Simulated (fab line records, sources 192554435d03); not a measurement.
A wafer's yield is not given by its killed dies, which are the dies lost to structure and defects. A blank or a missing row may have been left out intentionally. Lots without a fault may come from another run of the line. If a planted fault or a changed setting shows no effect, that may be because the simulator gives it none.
A lot that was struck, set against a sound lot / flow n5-finfet / 36 out of 1938 route steps
Sound: wafers L318.3, L318.4, L318.5. Struck: wafer L313.3 (left out: L313.1, L313.5 of the same lot, which were not struck); the cause appears at the end.
Per side, at each step with rows, come the tool, then ch with its chambers, and then its first start. Under that, the readings that differ: sound wafers / struck wafers / difference of the means / sigmas: that difference in standard deviations of wafers without a fault.
alike: readings with means less than 2 such deviations apart, plus words and numbers identical on both sides. not compared: withheld readings, readings lacking a value on some wafer, bounds such as >300 that could conceal the same value, and numbers that have no deviation in the record and whose values overlap.
The two part at a step that has a row with sigmas, a row that says differs or no value, or rows on one side only. Numbers that don't overlap but have no deviation are shown without sigmas and don't part them. Lack of a reading on every wafer of one side parts them only where that side has two or more wafers.

first, 9 steps without rows for these wafers: N5_BEOL_M4_ANNEAL_95 (time 240 s); N5_BEOL_M4_SPUTTER_96 (material Cu, target thk 4.5 nm, time 8.29 s); N5_BEOL_M4_ECD_50 (material Cu, target thk 300 nm); N5_BEOL_M4_ANNEAL_51 (time 90 s); N5_BEOL_M4_CMP_52 (polishes, stops on SiOC, t overpolish 6.8 s, target thk 40 nm); N5_BEOL_M4_PRE_CLEAN_60 (time 15 s); N5_BEOL_M4_CO_CAP_55 (material Co, precursor CCTBA/H2, target thk 2 nm, time 102.1 s); N5_BEOL_M4_PRE_CLEAN_56 (time 15 s); N5_BEOL_M4_DEP_57 (deposits SiCN from 3MS/NH3, target thk 8 nm, time 14 s).
N5_BEOL_M4_RC_MEAS_101:
  sound on prober-02 ch 0, day 14 00:53; struck on prober-01 ch 0, day 12 11:43
reading=ION_N (uA/um); sound=682 711 698; struck=663; difference=-34; sigmas=-3
reading=ION_P (uA/um); sound=463 480 474; struck=449; difference=-23; sigmas=-3
  alike: DIBL_N, DIBL_P, IOFF_N, IOFF_P, SS_N, SS_P, VT_N, VT_P
then, 24 steps without rows for these wafers: N5_BEOL_M5_ILD_DEP_00 (deposits SiCOH lowk from DEMS/porogen, target thk 140.64 nm, time 25.9 s); N5_BEOL_M5_CURE_79 (cures SiCOH lowk, time 240 s); N5_BEOL_M5_PECVD_70 (deposits SiO2 from TEOS/O2, target thk 16 nm, time 18 s); N5_BEOL_M5_HM_DEP_02 (deposits TiN, target thk 20 nm); N5_BEOL_M5_COAT_59 (time 60 s, resist thk 60 nm); N5_BEOL_M5_COAT_60 (time 60 s, resist thk 12 nm); N5_BEOL_M5_COAT_71 (time 60 s, resist thk 5 nm); N5_BEOL_M5_COAT_05 (resist thk 30 nm); N5_BEOL_M5_EBR_07; N5_BEOL_M5_SOFTBAKE_06 (time 60 s); N5_BEOL_M5_EXPOSE_08 (exposes mask M5, target cd 28 nm); N5_BEOL_M5_PEB_09 (peb time 60 s); N5_BEOL_M5_DEVELOP_10 (develop time 30 s); N5_BEOL_M5_DESCUM_16 (chemistry O2, time 7 s); N5_BEOL_M5_ETCH_72 (etches underlayer in N2/H2, target depth 6.5 nm, time 5.2 s); N5_BEOL_M5_ETCH_61 (etches SiARC in CF4, target depth 15.6 nm, time 26 s); N5_BEOL_M5_ETCH_62 (etches SOC in N2/H2, target depth 75 nm, overetch 15 nm, time 112.5 s); N5_BEOL_M5_STRIP_63 (strips in N2/H2); N5_BEOL_M5_STRIP_73 (strips in N2/H2); N5_BEOL_M5_STRIP_64 (strips in CF4); N5_BEOL_M5_HM_OPEN_17 (chemistry Cl2/BCl3, target TiN, target depth 20 nm, overetch 6 nm); N5_BEOL_M5_STRIP_19 (strips in O2); N5_BEOL_M5_COAT_65 (time 60 s, resist thk 60 nm); N5_BEOL_M5_COAT_66 (time 60 s, resist thk 12 nm).
N5_BEOL_M7_VIA_ETCH_34: etches SiCOH lowk in C4F6/O2, target depth 125.5 nm, time 50.5 s.
  sound on rie-diel-05 ch 1,2, day 15 08:06; struck on rie-diel-04 ch 0, day 13 11:57
reading=rf-hours-counter-h (h); sound=- - -; struck=27; difference=no value on the sound wafers; sigmas=
reading=rf-vpp-V (V); sound=648 645 649; struck=670; difference=+23; sigmas=+2
reading=run-length-s (s); sound=74.3 74.2 73.9; struck=64.3; difference=-9.8; sigmas=-28
reading=model.etch.depth-nm (nm); sound=123.4 123.2 123; struck=100.9; difference=-22.3; sigmas=
reading=model.SOC_of_BEOL_M7_COAT_63.thk-nm (nm); sound=54.2 54.2 53.8; struck=55; difference=+1; sigmas=
  alike: drypump-motor-current-A, oes-product-au, showerhead-plenum-p-Torr, throttle-valve-pct
  not compared: bias-w
-- a jump in the record: the struck wafers' starts before and after are 3 days apart (it breaks off in module BEOL_M7 and resumes in module PASSIVATION, where the first step shown is number 1936 of the route) --
N5_PASSIVATION_PROBE_49:
  rows exist in the record for the struck wafers here (prober-01, day 16 22:47), but not for the sound ones

== WHERE THEY PART ==
Earliest at N5_BEOL_M4_RC_MEAS_101; latest, in this record, at N5_PASSIVATION_PROBE_49.

WHY: what had been put in by the simulator
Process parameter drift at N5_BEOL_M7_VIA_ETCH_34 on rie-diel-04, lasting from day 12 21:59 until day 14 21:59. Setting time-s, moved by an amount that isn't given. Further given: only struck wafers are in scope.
